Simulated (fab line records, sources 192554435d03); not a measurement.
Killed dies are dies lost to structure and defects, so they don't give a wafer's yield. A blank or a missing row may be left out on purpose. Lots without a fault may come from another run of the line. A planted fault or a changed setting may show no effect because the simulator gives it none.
fab line records | flow n5_finfet
record lots=7 wafers=19 last_day=17
route steps=1938 shown HKMG_FIN@428 PASSIVATION@1936
lots that met no fault: from a run of the same line without faults
start_h: hours from the record's first day to the start of the lot's first wafer shown | wait_h: hours since the lot's step before | " the same as in the row above | L1.1+2: a row that stands for several wafers | - no value, or no start given | * or withheld: withheld | < > ~ a bound
route shown NAME@n: a module of which the file shows steps, and the number in the route of the first | usual: mean/standard deviation of fault-free wafers | same: alike in all rows | chamber/n: place in a boat | sites: the reading at each site | _std_site: their standard deviation | _edge_site: outer sites' mean less inner sites' | radius_mm: how far each site lies from the wafer's centre | mask NAME#n: copy n | behind: the tool/chamber that last shaped the wafer | hold: why the lot was held/for how many hours/how that ended | device: the transistor (n, p or np) that didn't switch | end of line: the same wafers' tests at the end of the route | a step without rows: its recipe alone | killed: dies lost to structure and defects at the first sort, not the wafer's yield | map: a wafer's dies, x killed, . not, _ none there
set.NAME: the setting as run; set.NAME@STEP: as run at that earlier step | model.NAME: the simulator's own value behind a step, which no gauge read
lots at some steps of the route; a table a step, a row a wafer
services: from which hour (start_h, from the record's first day; less than 0 if before it) a tool's chamber was out of use, for how many hours, and why
## steps
# step N5_HKMG_FIN_PEB_10
# recipe peb_temp_c=withheld peb_time_s=60 resist=CAR-ArF
# step N5_HKMG_FIN_DEVELOP_11
# recipe develop_time_s=30 developer=TMAH resist=CAR-ArF dev_temp_c=23 rinse_liquid=diw dry=air_spin
# step N5_HKMG_FIN_CD_MEAS_12
# recipe target_cd_nm=92.8 landing_energy_ev=500 detector=se_inlens
# usual cd_nm=92.7/0.87
# columns lot.wafer tool chamber start_h wait_h cd_nm
L343.1 cd_sem-02 0 80.62 - 92.6
L343.2 " 0 " " 92.1
L343.3 " 0 " " 92.8
L346.1 cd_sem-02 0 101.96 - 92.7
L346.5 " 0 " " 92.2
L346.6 " 0 " " 93.1
L347.4 cd_sem-02 0 108.34 - 92.8
L347.5 " 0 " " 92.2
L348.2 cd_sem-03 0 110.57 - 92.5
L348.5 " 0 " " 92.2
L348.6 " 0 " " 91.8
L349.2 cd_sem-02 0 118.48 - 93.1
L349.4 " 0 " " 91.8
L349.5 " 0 " " 92.8
L360.4 cd_sem-03 0 181.49 - 92.5
L360.5 " 0 " " 91.7
L365.1 cd_sem-03 0 217.77 - 91.1
L365.3 " 0 " " 91.7
L365.5 " 0 " " 92.1
# step N5_HKMG_FIN_OVL_MEAS_13
# recipe points_per_wafer=44
# usual NWFM_OVL=-0.3/0.74
# columns lot.wafer tool chamber start_h wait_h NWFM_OVL[nm]
L343.1 overlay-02 0 80.65 0.0 0.9
L343.2 " 0 " " 0.2
L343.3 " 0 " " 0.8
L346.1 overlay-01 0 101.99 0.0 0.4
L346.5 " 0 " " 0.4
L346.6 " 0 " " 0.0
L347.4 overlay-01 0 108.37 0.0 0.3
L347.5 " 0 " " 0.1
L348.2 overlay-02 0 110.60 0.0 -0.4
L348.5 " 0 " " -0.2
L348.6 " 0 " " -0.1
L349.2 overlay-02 0 118.51 0.0 -0.6
L349.4 " 0 " " 0.7
L349.5 " 0 " " 0.7
L360.4 overlay-02 0 181.52 0.0 0.3
L360.5 " 0 " " -0.2
L365.1 overlay-01 0 217.80 0.0 -1.0
L365.3 " 0 " " -1.9
L365.5 " 0 " " -0.9
# step N5_HKMG_FIN_INSPECT_14
# recipe mode=adi inspect_instrument=macro
# usual raw_defect_count=1.9/1.6
# columns lot.wafer tool chamber start_h wait_h raw_defect_count
L343.1 defect_inspect-02 - 80.67 0.0 2
L343.2 " - " " 0
L343.3 " - " " 0
L346.1 defect_inspect-01 - 102.02 0.0 1
L346.5 " - " " 1
L346.6 " - " " 1
L347.4 defect_inspect-01 - 108.39 0.0 0
L347.5 " - " " 2
L348.2 defect_inspect-01 - 110.62 0.0 3
L348.5 " - " " 1
L348.6 " - " " 2
L349.2 defect_inspect-01 - 118.53 0.0 3
L349.4 " - " " 2
L349.5 " - " " 1
L360.4 defect_inspect-02 - 181.55 0.0 3
L360.5 " - " " 1
L365.1 defect_inspect-02 - 217.82 0.0 1
L365.3 " - " " 1
L365.5 " - " " 3
# step N5_HKMG_FIN_DESCUM_17
# recipe chemistry=O2 time_s=7.9 source_power_w=50 bias_power_w=20 pressure_mtorr=20 rf_frequency_hz=2.712e+07 temp_c=40 resist=CAR-ArF o2_flow_sccm=225
# usual drypump_motor_current_A=5.8/0.44 oes_product_au=0.83/0.089 rf_vpp_V=243.0/1.1 showerhead_plenum_p_Torr=2.08/0.048 throttle_valve_pct=20.46/0.28
# columns lot.wafer tool chamber start_h wait_h drypump_motor_current_A oes_product_au rf_hours_counter_h rf_vpp_V showerhead_plenum_p_Torr throttle_valve_pct
L343.1 rie_diel-01 3 80.70 0.0 6.0 0.84 62 244.1 2.10 20.38
L343.2 " 0 " " 6.3 0.80 105 243.7 2.12 20.46
L343.3 " 2 " " 5.3 0.80 101 245.1 2.18 20.33
L346.1 rie_diel-05 0 102.09 0.1 5.1 0.91 32 243.0 2.04 20.27
L346.5 " 2 " " 6.7 0.74 - 242.3 2.07 20.79
L346.6 " 1 " " 5.8 0.91 - 243.5 2.08 20.52
L347.4 rie_diel-04 1 108.44 0.0 5.4 0.92 - 244.9 2.15 20.42
L347.5 " 3 " " 6.0 1.03 - 242.2 2.06 20.18
L348.2 rie_diel-05 1 110.66 0.0 5.8 0.91 25 242.0 2.07 20.52
L348.5 " 0 " " 5.1 0.90 - 242.6 2.04 20.27
L348.6 " 1 " " 5.8 0.92 - 242.5 2.07 20.52
L349.2 rie_diel-01 2 118.57 0.0 5.3 0.79 114 244.7 2.18 20.35
L349.4 " 1 " " 5.8 0.70 203 243.8 2.09 21.15
L349.5 " 0 " " 6.3 0.78 - 244.8 2.12 20.47
L360.4 rie_diel-04 1 181.58 0.0 5.4 0.87 54 243.0 2.14 20.47
L360.5 " 1 " " 5.4 0.88 - 244.3 2.14 20.48
L365.1 rie_diel-01 0 217.87 0.0 6.3 0.76 152 242.5 2.11 20.54
L365.3 " 2 " " 5.3 0.74 148 245.8 2.16 20.40
L365.5 " 2 " " 5.3 0.75 - 243.8 2.16 20.41
# step N5_HKMG_FIN_ETCH_31
# recipe chemistry=CF4 target=SiARC target_depth_a=455 mask_material=CAR-ArF time_s=75.8 ion_energy_ev=80 pressure_mtorr=40 source_w=545 bias_w=36 Ar_flow_sccm=100 cf4_flow_sccm=100 ends=cleared
# usual bias_w=35.99/0.11 cf4_flow_sccm=100.02/0.29 drypump_motor_current_A=5.8/0.44 etch_rf_on_time_s=76.6/2 oes_product_au=0.70/0.076 rf_vpp_V=183.8/0.95 showerhead_plenum_p_Torr=2.14/0.052 throttle_valve_pct=15.63/0.24
# columns lot.wafer tool chamber start_h wait_h bias_w cf4_flow_sccm drypump_motor_current_A etch_rf_on_time_s oes_product_au rf_hours_counter_h rf_vpp_V showerhead_plenum_p_Torr throttle_valve_pct
L343.1 rie_diel-01 3 80.74 0.0 36.14 100.25 6.0 77.0 0.72 62 185.1 2.19 15.72
L343.2 " 0 " " 35.94 100.33 6.3 75.2 0.70 105 183.7 2.19 15.70
L343.3 " 2 " " 35.99 100.64 5.3 74.6 0.68 101 185.5 2.24 15.63
L346.1 rie_diel-05 0 102.12 0.0 36.03 99.90 5.0 74.4 0.77 32 183.1 2.11 15.41
L346.5 " 2 " " 36.22 100.06 6.7 82.9 0.61 - 184.3 2.13 15.96
L346.6 " 1 " " 35.85 100.21 5.7 76.4 0.79 - 183.1 2.09 15.43
L347.4 rie_diel-04 1 108.49 0.0 35.88 99.76 5.4 75.4 0.77 - 184.1 2.18 15.55
L347.5 " 3 " " 35.88 100.31 6.0 75.3 0.87 - 182.9 2.12 15.28
L348.2 rie_diel-05 1 110.69 0.0 36.11 100.45 5.8 77.2 0.77 25 184.4 2.09 15.47
L348.5 " 0 " " 35.99 100.02 5.1 74.3 0.77 - 182.5 2.11 15.44
L348.6 " 1 " " 35.98 99.97 5.8 76.3 0.77 - 183.5 2.09 15.44
L349.2 rie_diel-01 2 118.60 0.0 35.71 100.00 5.3 74.9 0.67 114 184.6 2.24 15.63
L349.4 " 1 " " 35.91 100.32 5.8 79.5 0.59 203 185.3 2.10 16.09
L349.5 " 0 " " 36.10 99.84 6.3 76.3 0.68 - 184.8 2.19 15.72
L360.4 rie_diel-04 1 181.61 0.0 35.85 100.27 5.4 74.8 0.73 54 185.8 2.18 15.60
L360.5 " 1 " " 35.95 100.82 5.4 75.2 0.73 - 184.6 2.18 15.61
L365.1 rie_diel-01 0 217.90 0.0 36.04 100.12 6.3 75.6 0.66 152 183.7 2.17 15.80
L365.3 " 2 " " 35.74 100.22 5.3 75.7 0.64 148 184.0 2.23 15.72
L365.5 " 2 " " 35.82 100.33 5.3 75.2 0.64 - 184.6 2.23 15.73
# step N5_HKMG_FIN_ETCH_32
# recipe chemistry=N2/H2 target=SOC target_depth_a=2400 temp_c=40 time_s=300 ion_energy_ev=200 mask_material=SiARC pressure_mtorr=30 source_w=840 bias_w=150 n2_flow_sccm=200 h2_flow_sccm=200
# usual bias_w=150.0/0.46 drypump_motor_current_A=5.8/0.44 n2_flow_sccm=200.0/0.62 oes_product_au=0.82/0.088 rf_vpp_V=523.6/1.9 showerhead_plenum_p_Torr=2.54/0.062 temp_c=40.02/0.11 throttle_valve_pct=17.9/0.33
# columns lot.wafer tool chamber start_h wait_h bias_w drypump_motor_current_A n2_flow_sccm oes_product_au rf_hours_counter_h rf_vpp_V showerhead_plenum_p_Torr temp_c throttle_valve_pct
L343.1 rie_diel-01 3 80.80 0.0 149.5 6.0 200.1 0.85 62 525.1 2.57 39.97 17.8
L343.2 " 0 " " 149.1 6.3 200.0 0.82 105 525.3 2.59 40.02 18.0
L343.3 " 2 " " 150.3 5.3 199.4 0.79 101 527.9 2.67 40.10 17.9
L346.1 rie_diel-05 0 102.18 0.0 150.0 5.1 200.6 0.90 32 521.7 2.48 40.10 17.7
L346.5 " 2 " " 149.6 6.7 200.2 0.71 - 524.7 2.56 39.94 18.5
L346.6 " 1 " " 150.0 5.8 200.8 0.91 - 520.8 2.46 40.07 17.5
L347.4 rie_diel-04 1 108.60 0.1 150.6 5.5 200.2 0.89 - 526.5 2.61 40.04 17.8
L347.5 " 3 " " 150.5 6.0 200.0 1.04 - 522.3 2.48 40.22 17.4
L348.2 rie_diel-05 1 110.75 0.0 150.2 5.8 199.0 0.90 25 523.7 2.46 39.94 17.5
L348.5 " 0 " " 149.7 5.1 199.9 0.89 - 522.4 2.48 39.90 17.7
L348.6 " 1 " " 151.3 5.8 200.4 0.90 - 520.9 2.46 40.03 17.5
L349.2 rie_diel-01 2 118.66 0.0 150.2 5.3 199.3 0.78 114 527.1 2.67 39.96 18.0
L349.4 " 1 " " 149.9 5.7 200.8 0.70 203 524.4 2.53 40.17 18.6
L349.5 " 0 " " 149.9 6.3 200.4 0.80 - 525.3 2.59 40.12 18.0
L360.4 rie_diel-04 1 181.67 0.0 150.5 5.4 200.0 0.84 54 523.8 2.60 40.04 17.8
L360.5 " 1 " " 150.5 5.5 199.3 0.85 - 525.6 2.60 39.81 17.8
L365.1 rie_diel-01 0 217.96 0.0 150.3 6.3 200.7 0.76 152 523.9 2.57 40.05 18.0
L365.3 " 2 " " 149.8 5.3 200.2 0.75 148 527.2 2.65 39.92 18.0
L365.5 " 2 " " 150.0 5.3 201.2 0.74 - 528.0 2.65 39.86 18.0
# step N5_HKMG_FIN_STRIP_33
# recipe chemistry=N2/H2 temp_c=40 n2_flow_sccm=200 h2_flow_sccm=200 rf_frequency_hz=6e+07
# step N5_HKMG_FIN_STRIP_34
# recipe chemistry=CF4 resist=SiARC power_w=300 bias_power_w=75 pressure_mtorr=50 cf4_flow_sccm=150 rf_frequency_hz=6e+07
# step N5_HKMG_FIN_ETCH_35
# recipe chemistry=N2/H2 target=SOC target_depth_a=2158 ion_energy_ev=65 bias_w=5 source_w=3000 time_s=243.4 pressure_mtorr=30 n2_flow_sccm=200 h2_flow_sccm=200
# usual bias_w=5.000/0.015 drypump_motor_current_A=5.8/0.44 n2_flow_sccm=200.1/0.54 oes_product_au=0.82/0.088 rf_vpp_V=141.5/0.95 showerhead_plenum_p_Torr=2.54/0.062 throttle_valve_pct=17.9/0.33
# columns lot.wafer tool chamber start_h wait_h bias_w drypump_motor_current_A n2_flow_sccm oes_product_au rf_hours_counter_h rf_vpp_V showerhead_plenum_p_Torr throttle_valve_pct
L343.1 rie_diel-01 3 81.01 0.0 5.004 6.0 199.8 0.84 62 143.5 2.57 17.8
L343.2 " 0 " " 5.005 6.3 200.1 0.82 105 142.7 2.59 18.0
L343.3 " 2 " " 4.987 5.3 200.5 0.78 102 143.3 2.67 18.0
L346.1 rie_diel-05 0 102.39 0.0 4.987 5.1 199.7 0.91 33 142.1 2.48 17.7
L346.5 " 2 " " 4.993 6.7 199.8 0.72 - 140.8 2.56 18.5
L346.6 " 1 " " 4.999 5.8 200.0 0.91 - 141.7 2.46 17.6
L347.4 rie_diel-04 1 108.80 0.1 5.008 5.4 200.8 0.89 - 141.8 2.61 17.8
L347.5 " 3 " " 4.957 6.1 199.3 1.02 - 139.8 2.48 17.4
L348.2 rie_diel-05 1 110.96 0.0 4.987 5.8 200.0 0.89 25 142.0 2.46 17.5
L348.5 " 0 " " 5.005 5.1 200.8 0.90 - 140.9 2.48 17.7
L348.6 " 1 " " 5.002 5.8 200.1 0.90 - 140.1 2.46 17.6
L349.2 rie_diel-01 2 118.87 0.0 4.995 5.3 200.1 0.78 114 142.0 2.67 18.0
L349.4 " 1 " " 4.987 5.8 199.3 0.70 203 141.5 2.53 18.6
L349.5 " 0 " " 5.014 6.3 200.8 0.80 - 141.0 2.59 18.0
L360.4 rie_diel-04 1 181.88 0.0 4.971 5.4 199.4 0.86 54 142.4 2.60 17.8
L360.5 " 1 " " 4.978 5.4 199.1 0.86 - 143.3 2.60 17.8
L365.1 rie_diel-01 0 218.17 0.0 5.018 6.3 199.4 0.78 152 140.7 2.57 18.0
L365.3 " 2 " " 5.009 5.3 199.8 0.74 148 142.7 2.65 18.0
L365.5 " 2 " " 5.003 5.3 201.0 0.75 - 141.5 2.65 18.0
# step N5_HKMG_FIN_STRIP_92
# recipe chemistry=N2/H2 material=SOC time_s=20 power_w=500 temp_c=40 pressure_mtorr=50 rf_frequency_hz=6e+07 bias_power_w=8 h2_frac=0.5 n2_flow_sccm=300 h2_flow_sccm=300
# step N5_HKMG_FIN_WET_ETCH_18
# recipe chemistry=SC1 target=TiN mix=1:1:5 temp_c=* time_s=55 target_depth_nm=5.2 dry=ipa_marangoni rinse_time_s=30 rinse_temp_c=23
# usual bath_guard_temp_C=* bath_heat_duty_pct=7.3/0.85 diw_flow_mL_min=1072/3.1 temp_c=*
# columns lot.wafer tool chamber start_h wait_h bath_guard_temp_C bath_heat_duty_pct diw_flow_mL_min temp_c
L343.1 wet_bench-06 2 81.24 0.1 * 7.5 1073 *
L343.2 " 1 " " * 5.4 1070 *
L343.3 " 4 " " * 8.1 1069 *
L346.1 wet_bench-06 2 102.62 0.1 * 4.4 1072 *
L346.5 " 0 " " * 4.8 1070 *
L346.6 " 4 " " * 6.1 1077 *
L347.4 wet_bench-02 1 108.96 0.0 * 5.5 1069 *
L347.5 " 5 " " * 7.0 1070 *
L348.2 wet_bench-06 7 111.19 0.1 * 6.2 1069 *
L348.5 " 0 " " * 4.2 1073 *
L348.6 " 2 " " * 5.3 1073 *
L349.2 wet_bench-06 6 119.14 0.1 * 5.2 1073 *
L349.4 " 0 " " * 4.4 1073 *
L349.5 " 4 " " * 5.6 1072 *
L360.4 wet_bench-02 3 182.11 0.1 * 7.8 1075 *
L360.5 " 4 " " * 6.4 1070 *
L365.1 wet_bench-04 0 218.40 0.1 * 7.8 1071 *
L365.3 " 7 " " * 7.4 1072 *
L365.5 " 1 " " * 8.0 1075 *
# step N5_HKMG_FIN_STRIP_19
# recipe chemistry=N2/H2 power_w=2500 temp_c=300 h2_frac=0.65 time_s=360 pressure_mtorr=withheld n2_flow_sccm=1750 h2_flow_sccm=3250
# usual drypump_motor_current_A=6.0/0.6 heater_power_w=531/45 n2_flow_sccm=1750/6.9
# columns lot.wafer tool chamber start_h wait_h drypump_motor_current_A heater_power_w n2_flow_sccm rf_hours_counter_h
L343.1 plasma_asher-02 0 81.30 0.0 6.7 561 1746 87
L343.2 " 1 " " 5.9 464 1747 87
L343.3 " 1 " " 5.9 455 1746 -
L346.1 plasma_asher-01 0 102.68 0.0 5.1 556 1743 41
L346.5 " 0 " " 5.1 565 1737 -
L346.6 " 1 " " 6.3 542 1746 -
L347.4 plasma_asher-01 0 109.14 0.1 5.1 571 1751 -
L347.5 " 1 " " 6.4 547 1759 -
L348.2 plasma_asher-01 0 111.25 0.0 5.1 568 1752 43
L348.5 " 1 " " 6.3 543 1742 -
L348.6 " 0 " " 5.1 554 1759 -
L349.2 plasma_asher-02 1 119.24 0.0 5.8 466 1762 94
L349.4 " 0 " " 6.7 553 1755 -
L349.5 " 1 " " 5.9 467 1753 -
L360.4 plasma_asher-02 1 182.29 0.1 5.9 467 1753 -
L360.5 " 1 " " 5.9 459 1761 -
L365.1 plasma_asher-02 0 218.46 0.0 6.8 556 1745 114
L365.3 " 1 " " 5.9 454 1752 -
L365.5 " 0 " " 6.7 569 1739 -
# step N5_PASSIVATION_PROBE_49
# usual killed_at_M0_to_M3=32/9.3 killed_at_M4_up=14/4.9 killed_at_contacts=15/7.5 killed_at_front_end=40/11 killed_at_other=4/3.3 killed_dies=104/17 killed_open=68/14 killed_short=33/7.9
# same gross_dies=1180 killed_at_back_side=0
# columns lot.wafer tool chamber start_h wait_h killed_at_M0_to_M3 killed_at_M4_up killed_at_contacts killed_at_front_end killed_at_other killed_dies killed_open killed_short
L343.1 prober-01 - 272.80 0.0 54 8 13 29 2 106 71 35
L343.2 prober-01 - 272.85 0.1 36 18 8 36 4 102 74 28
L343.3 prober-01 - 272.90 0.1 31 20 6 23 2 82 62 20
L346.1 prober-02 - 285.06 0.0 42 22 6 43 5 118 71 46
L346.5 prober-02 - 285.26 0.2 31 15 5 57 3 111 73 38
L346.6 prober-02 - 285.31 0.3 30 6 37 47 2 122 61 36
L348.2 prober-01 - 292.59 0.1 19 14 24 48 1 106 63 41
L348.5 prober-01 - 292.74 0.2 32 14 19 34 12 111 75 32
L348.6 prober-01 - 292.79 0.3 36 8 25 50 0 119 91 26
L347.4 prober-01 - 297.60 0.2 52 11 34 48 3 148 98 49
L347.5 prober-01 - 297.65 0.2 36 14 27 56 0 133 95 31
L349.2 prober-01 - 304.52 0.1 15 12 10 30 15 82 42 28
L349.4 prober-01 - 304.62 0.2 19 19 64 20 2 124 51 24
L349.5 prober-01 - 304.67 0.2 22 12 21 40 4 99 55 27
L360.4 prober-02 - 378.57 0.2 33 9 12 46 4 104 66 36
L360.5 prober-02 - 378.62 0.2 39 9 18 58 1 125 89 36
L365.1 prober-02 - 414.52 0.0 30 25 4 34 1 94 64 28
L365.3 prober-02 - 414.62 0.1 28 15 22 49 3 117 92 22
L365.5 prober-02 - 414.72 0.2 34 13 18 49 2 116 80 31
# killed by level:class
L343.1 BEOL_M0_SAQP:geometric_particle:short=17 BEOL_M1:geometric_particle:open=17 STI_FIN_REVEAL:geometric_particle:open=13 BEOL_M0_SAQP:geometric_particle:open=12 MOL_CONTACT_COAG:geometric_particle:open=10 GATE_CUT:geometric_particle:short=6 BEOL_M4:geometric_particle:open=5 BEOL_M0:geometric_particle:open=3
L343.2 STI_FIN_REVEAL:geometric_particle:open=13 BEOL_M1:geometric_particle:open=13 MOL_CONTACT_COAG:geometric_particle:open=7 BEOL_M0:geometric_particle:open=6 FIN_SAQP:geometric_particle:short=5 BEOL_M0_SAQP:geometric_particle:short=5 BEOL_M0_SAQP:geometric_particle:open=5 BEOL_M5:geometric_particle:open=4
L343.3 BEOL_M3:geometric_particle:open=10 STI_FIN_REVEAL:geometric_particle:open=7 BEOL_M1:geometric_particle:open=7 BEOL_M4:geometric_particle:open=7 BEOL_M1:geometric_particle:short=5 MOL_CONTACT_COAG:geometric_particle:open=4 BEOL_M5:geometric_particle:open=4 FIN_SAQP:geometric_particle:open=3
L346.1 FIN_SAQP:geometric_particle:short=12 BEOL_M2:geometric_particle:open=11 BEOL_M4:geometric_particle:open=11 FIN_SAQP:geometric_particle:open=7 BEOL_M0_SAQP:geometric_particle:short=7 ILD0:geometric_particle:open=6 BEOL_M1:geometric_particle:open=6 MOL_CONTACT_COAG:geometric_particle:open=5
L346.5 GATE_CUT:geometric_particle:open=11 FIN_SAQP:geometric_particle:short=10 BEOL_M2:geometric_particle:open=9 FIN_SAQP:geometric_particle:open=7 STARTING-WAFER:geometric_particle:short=6 BEOL_M0_SAQP:geometric_particle:open=5 BEOL_M3:geometric_particle:open=5 BEOL_M4:geometric_particle:open=5
L346.6 MOL_CONTACT_COAG:area_etch=24 FIN_SAQP:geometric_particle:short=14 BEOL_M1:geometric_particle:open=10 MOL_CONTACT_COAG:geometric_particle:open=10 FIN_SAQP:geometric_particle:open=5 STI_FIN_REVEAL:geometric_particle:open=5 BEOL_M0_SAQP:geometric_particle:short=5 ILD0:geometric_particle:open=4
L348.2 MOL_CONTACT_COAG:geometric_particle:open=17 STI_FIN_REVEAL:geometric_particle:open=15 FIN_SAQP:geometric_particle:short=9 STI_FIN_REVEAL:geometric_particle:short=7 MOL_CONTACT_COAG:geometric_particle:short=7 BEOL_M0_SAQP:geometric_particle:short=6 FIN_SAQP:geometric_particle:open=5 BEOL_M0_SAQP:geometric_particle:open=5
L348.5 MOL_CONTACT_COAG:geometric_particle:open=14 FIN_SAQP:geometric_particle:open=8 BEOL_M3:geometric_particle:open=7 BEOL_M2:geometric_particle:open=7 FIN_SAQP:geometric_particle:short=6 STI_FIN_REVEAL:geometric_particle:open=5 BEOL_M0_SAQP:geometric_particle:short=5 MOL_CONTACT_COAG:geometric_particle:short=5
L348.6 STI_FIN_REVEAL:geometric_particle:open=21 MOL_CONTACT_COAG:geometric_particle:open=18 BEOL_M3:geometric_particle:open=12 FIN_SAQP:geometric_particle:open=7 MOL_CONTACT_COAG:geometric_particle:short=7 BEOL_M2:geometric_particle:open=6 BEOL_M1:geometric_particle:open=6 STI_FIN_REVEAL:geometric_particle:short=4
L347.4 MOL_CONTACT_COAG:geometric_particle:open=28 STI_FIN_REVEAL:geometric_particle:open=10 BEOL_M0_SAQP:geometric_particle:short=10 BEOL_M0_SAQP:geometric_particle:open=9 BEOL_M3:geometric_particle:open=9 FIN_SAQP:geometric_particle:open=7 BEOL_M2:geometric_particle:open=7 MOL_CONTACT_COAG:geometric_particle:short=6
L347.5 MOL_CONTACT_COAG:geometric_particle:open=23 FIN_SAQP:geometric_particle:open=16 STI_FIN_REVEAL:geometric_particle:open=16 BEOL_M2:geometric_particle:open=10 BEOL_M0_SAQP:geometric_particle:open=9 BEOL_M0_SAQP:geometric_particle:short=9 STI_FIN_REVEAL:geometric_particle:short=5 BEOL_M4:geometric_particle:open=5
L349.2 PASSIVATION:area_etch=11 DUMMY_GATE:geometric_particle:open=7 FIN_SAQP:geometric_particle:short=6 MOL_CONTACT_COAG:geometric_particle:open=6 BEOL_M0_SAQP:geometric_particle:short=6 BEOL_M4:geometric_particle:open=6 STI_FIN_REVEAL:geometric_particle:open=5 MOL_CONTACT_COAG:geometric_particle:short=4
L349.4 MOL_CONTACT_COAG:area_etch=49 MOL_CONTACT_COAG:geometric_particle:open=13 BEOL_M4:geometric_particle:open=11 BEOL_M0_SAQP:geometric_particle:short=9 DUMMY_GATE:geometric_particle:open=6 BEOL_M2:geometric_particle:open=4 STI_FIN_REVEAL:geometric_particle:open=3 GATE_CUT:geometric_particle:short=3
L349.5 MOL_CONTACT_COAG:geometric_particle:open=10 MOL_CONTACT_COAG:area_etch=9 FIN_CUT:area_etch=8 STI_FIN_REVEAL:geometric_particle:open=7 BEOL_M2:geometric_particle:open=7 STI_FIN_REVEAL:geometric_particle:short=6 FIN_SAQP:geometric_particle:open=5 BEOL_M4:geometric_particle:open=5
L360.4 DUMMY_GATE:geometric_particle:open=9 FIN_SAQP:geometric_particle:open=8 MOL_CONTACT_COAG:geometric_particle:open=8 STI_FIN_REVEAL:geometric_particle:open=7 BEOL_M0_SAQP:geometric_particle:short=7 BEOL_M2:geometric_particle:open=7 BEOL_M0_SAQP:geometric_particle:open=6 BEOL_M1:geometric_particle:open=6
L360.5 MOL_CONTACT_COAG:geometric_particle:open=15 STI_FIN_REVEAL:geometric_particle:open=14 DUMMY_GATE:geometric_particle:open=9 BEOL_M0_SAQP:geometric_particle:open=9 BEOL_M2:geometric_particle:open=8 BEOL_M1:geometric_particle:open=7 FIN_SAQP:geometric_particle:open=5 GATE_CUT:geometric_particle:short=5
L365.1 BEOL_M4:geometric_particle:open=15 FIN_SAQP:geometric_particle:open=8 BEOL_M0_SAQP:geometric_particle:short=8 BEOL_M0_SAQP:geometric_particle:open=5 STI_FIN_REVEAL:geometric_particle:open=4 MOL_CONTACT_COAG:geometric_particle:open=4 BEOL_M1:geometric_particle:open=4 BEOL_M2:geometric_particle:open=4
L365.3 MOL_CONTACT_COAG:geometric_particle:open=19 STI_FIN_REVEAL:geometric_particle:open=17 BEOL_M2:geometric_particle:open=11 GATE_CUT:geometric_particle:open=7 FIN_SAQP:geometric_particle:short=6 FIN_SAQP:geometric_particle:open=6 BEOL_M5:geometric_particle:open=6 BEOL_M4:geometric_particle:open=5
L365.5 STI_FIN_REVEAL:geometric_particle:open=15 MOL_CONTACT_COAG:geometric_particle:open=13 BEOL_M2:geometric_particle:open=11 FIN_SAQP:geometric_particle:open=8 GATE_CUT:geometric_particle:short=6 MOL_CONTACT_COAG:geometric_particle:short=5 BEOL_M0_SAQP:geometric_particle:open=5 BEOL_M4:geometric_particle:open=5
## services
# columns tool chamber start_h hours kind
rie_diel-05 0 64.07 2.2 repair
rie_diel-04 0 87.45 6.6 repair
rie_diel-04 3 94.41 - clean
rie_diel-04 3 94.41 - consumable_replace:focus_ring
rie_diel-05 3 96.43 - clean
rie_diel-05 3 96.43 - consumable_replace:focus_ring
rie_diel-05 3 96.43 19.5 scheduled_down
rie_diel-05 3 96.43 19.5 vent_cycle
rie_diel-04 2 108.99 - clean
rie_diel-04 2 108.99 - consumable_replace:focus_ring
rie_diel-04 2 108.99 10.1 scheduled_down
rie_diel-04 2 108.99 10.1 vent_cycle
rie_diel-04 - 148.85 0.1 repair
plasma_asher-02 - 149.07 2.7 pm
wet_bench-04 - 154.90 1.5 repair
rie_diel-04 2 172.28 4.3 repair
rie_diel-05 0 185.05 3.2 repair
rie_diel-04 - 190.71 1.6 repair
## key
first_sign step=N5_HKMG_FIN_WET_ETCH_18 reading=temp_c direction=down sigmas=78 usual=* struck=*
effect step=N5_HKMG_FIN_WET_ETCH_18 reading=bath_guard_temp_C direction=down sigmas=18 usual=* struck=*
met_at N5_HKMG_FIN_WET_ETCH_18
struck_wafers L346.1,L346.5,L346.6,L348.2,L348.5,L348.6,L349.2,L349.4,L349.5
tester_left_out L346,L348,L349
baseline_loss step=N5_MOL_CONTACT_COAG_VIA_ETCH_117 wafers=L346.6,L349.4
baseline_loss step=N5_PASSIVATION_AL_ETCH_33 wafers=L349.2
onset_between 81.24 102.62
fault kind=process_parameter_drift tool=wet_bench-06 chamber=- onset_h=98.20 steps=N5_HKMG_FIN_WET_ETCH_18 channel=temp_c offset=* shape=step end_h=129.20 acts_in=* stated=*
# tester_left_out: of these lots the tester's yield and bins aren't shown, on N5 and GAA mostly nor the transistor test; their killed dies are dies lost to structure and defects alone, not to doping, threshold or leakage, so they don't give the yield
# baseline_loss: these wafers lose ten dies or more at that step, a loss of the line's own and not of a fault; the sort's usual values leave them out
